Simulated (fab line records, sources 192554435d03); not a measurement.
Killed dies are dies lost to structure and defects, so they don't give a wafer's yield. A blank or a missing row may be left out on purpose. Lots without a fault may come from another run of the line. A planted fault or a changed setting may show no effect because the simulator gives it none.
A struck lot beside a sound one | flow n5_finfet | 39 steps out of a route of 1938
Sound: wafers L951.3, L951.4. Struck: wafers L956.4, L956.5. (L956.3 of the same lot was not struck and is left out.) The cause comes at the end.
At each step with rows: each side's tool, then ch and its chambers, then its first start. Under that, the readings that differ: sound wafers | struck wafers | difference of the means | sigmas: that difference in standard deviations of wafers without a fault.
alike: readings whose means differ by less than 2 such deviations, and words and numbers that are the same on both sides. not compared: withheld readings, readings that some wafer has no value for, bounds like >300 that may hide the same value, and numbers for which the record gives no deviation and whose values overlap.
The two part at a step that has a row with sigmas, a row that says differs or no value, or rows on one side only. Numbers that don't overlap but have no deviation are shown without sigmas and don't part them. A reading that every wafer of one side lacks parts them only if that side has two wafers or more.

first, 12 steps without rows for these wafers: N5_BEOL_M1_ANNEAL_87 (time 240 s); N5_BEOL_M1_SPUTTER_88 (material Cu, target thk 4.5 nm, time 8.29 s); N5_BEOL_M1_ANNEAL_89 (time 240 s); N5_BEOL_M1_SPUTTER_90 (material Cu, target thk 4.5 nm, time 8.29 s); N5_BEOL_M1_ANNEAL_91 (time 240 s); N5_BEOL_M1_SPUTTER_92 (material Cu, target thk 4.5 nm, time 8.29 s); N5_BEOL_M1_ANNEAL_93 (time 240 s); N5_BEOL_M1_SPUTTER_94 (material Cu, target thk 4.5 nm, time 8.29 s); N5_BEOL_M1_ANNEAL_95 (time 240 s); N5_BEOL_M1_SPUTTER_96 (material Cu, target thk 4.5 nm, time 8.29 s); N5_BEOL_M1_ECD_50 (material Cu, target thk 300 nm); N5_BEOL_M1_ANNEAL_51 (time 90 s).
N5_BEOL_M1_CMP_52: polishes, stops on SiOC, t overpolish 6.8 s, target thk 40 nm.
  sound on cmp-02 ch 1,3, day 7 15:28; struck on cmp-02 ch 1, day 8 14:05
  reading                      | sound       | struck      | difference | sigmas
  barrier_field_endpoint_s (s) | 25.6 25.3   | 41.2 41.2   | +15.8      | +27
  overpolish_run_s (s)         | 6.796 6.791 | 0.038 0.042 | -6.753     | -99 or more
  time_to_endpoint_s (s)       | 67 64       | 81 81       | +16        | +5
  alike: motor_current_A, slurry_filter_dp_kPa
N5_BEOL_M1_THK_MEAS_53: measures by xrf.
  sound on film_metro-02, day 7 15:46; struck on film_metro-02, day 8 14:22
  reading     | sound     | struck      | difference | sigmas
  M1_THK (nm) | 40.6 41.2 | 143.2 141.3 | +101.3     | +72
then, 4 steps without rows for these wafers: N5_BEOL_M1_PRE_CLEAN_60 (time 15 s); N5_BEOL_M1_CO_CAP_55 (material Co, precursor CCTBA/H2, target thk 2 nm, time 102.1 s); N5_BEOL_M1_PRE_CLEAN_56 (time 15 s); N5_BEOL_M1_DEP_57 (deposits SiCN from 3MS/NH3, target thk 8 nm, time 14 s).
N5_BEOL_M1_INSPECT_59: inspects for defects (darkfield).
  sound on defect_inspect-01, day 7 16:04; struck on defect_inspect-01, day 8 14:40
  reading          | sound  | struck    | difference | sigmas
  raw_defect_count | 115 62 | 1530 1580 | +1466      | +54
then, 18 steps without rows for these wafers: N5_BEOL_M2_ILD_DEP_00 (deposits SiOC from DEMS/O2, target thk 79 nm, time 15.3 s); N5_BEOL_M2_PECVD_72 (deposits SiO2 from TEOS/O2, target thk 16 nm, time 18 s); N5_BEOL_M2_HM_DEP_02 (deposits TiN, target thk 20 nm); N5_BEOL_M2_COAT_61 (time 60 s, resist thk 60 nm); N5_BEOL_M2_COAT_62 (time 60 s, resist thk 12 nm); N5_BEOL_M2_COAT_73 (time 60 s, resist thk 5 nm); N5_BEOL_M2_COAT_05 (resist thk 30 nm); N5_BEOL_M2_EBR_07; N5_BEOL_M2_SOFTBAKE_06 (time 60 s); N5_BEOL_M2_EXPOSE_08 (exposes mask M2); N5_BEOL_M2_PEB_09 (peb time 60 s); N5_BEOL_M2_DEVELOP_10 (develop time 30 s); N5_BEOL_M2_DESCUM_16 (chemistry O2, time 7 s); N5_BEOL_M2_ETCH_74 (etches underlayer in N2/H2, target depth 6.5 nm, time 5.2 s); N5_BEOL_M2_ETCH_63 (etches SiARC in CF4, target depth 15.6 nm, time 26 s); N5_BEOL_M2_ETCH_64 (etches SOC in N2/H2, target depth 75 nm, overetch 22.5 nm, time 121.9 s); N5_BEOL_M2_STRIP_65 (strips in N2/H2); N5_BEOL_M2_STRIP_75 (strips in N2/H2).
N5_BEOL_M4_RC_MEAS_101:
  the record has rows for the sound wafers here (prober-01 ch 0, day 9 22:58) and none for the struck ones
-- the record jumps here: 7 days lie between the struck wafers' starts before and after (it left off in module BEOL_M4 and takes up again in module PASSIVATION, whose first step shown is number 1936 of the route) --
N5_PASSIVATION_PROBE_49:
  sound on prober-01, day 14 09:07; struck on prober-01, day 15 13:30
  reading                  | sound     | struck    | difference | sigmas
  defect_limited_yield (%) | 91.8 93.6 | 0 0       | -93        | -66
  killed_at_M0_to_M3       | 39 26     | 1128 1128 | +1096      | +99 or more
  killed_dies              | 97 76     | 1180 1180 | +1094      | +68
  killed_on_rim            | 6 12      | 152 152   | +143       | +34
  sort_n_pass              | 1083 1104 | 0 0       | -1094      | -64
  sort_yield_pct (%)       | 91.8 93.6 | 0 0       | -93        | -66
  alike: killed_at_M4_up, killed_at_contacts, killed_at_front_end, killed_at_other, killed_open, killed_short, sort_bin_5_function, sort_bin_6_memory

WHERE THEY PART
First at N5_BEOL_M1_CMP_52; last, within this record, at N5_PASSIVATION_PROBE_49.

WHY: what the simulator had put in
Process parameter drift: cmp-02, from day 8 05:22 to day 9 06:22, at N5_BEOL_M1_CMP_52. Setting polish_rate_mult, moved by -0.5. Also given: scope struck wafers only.
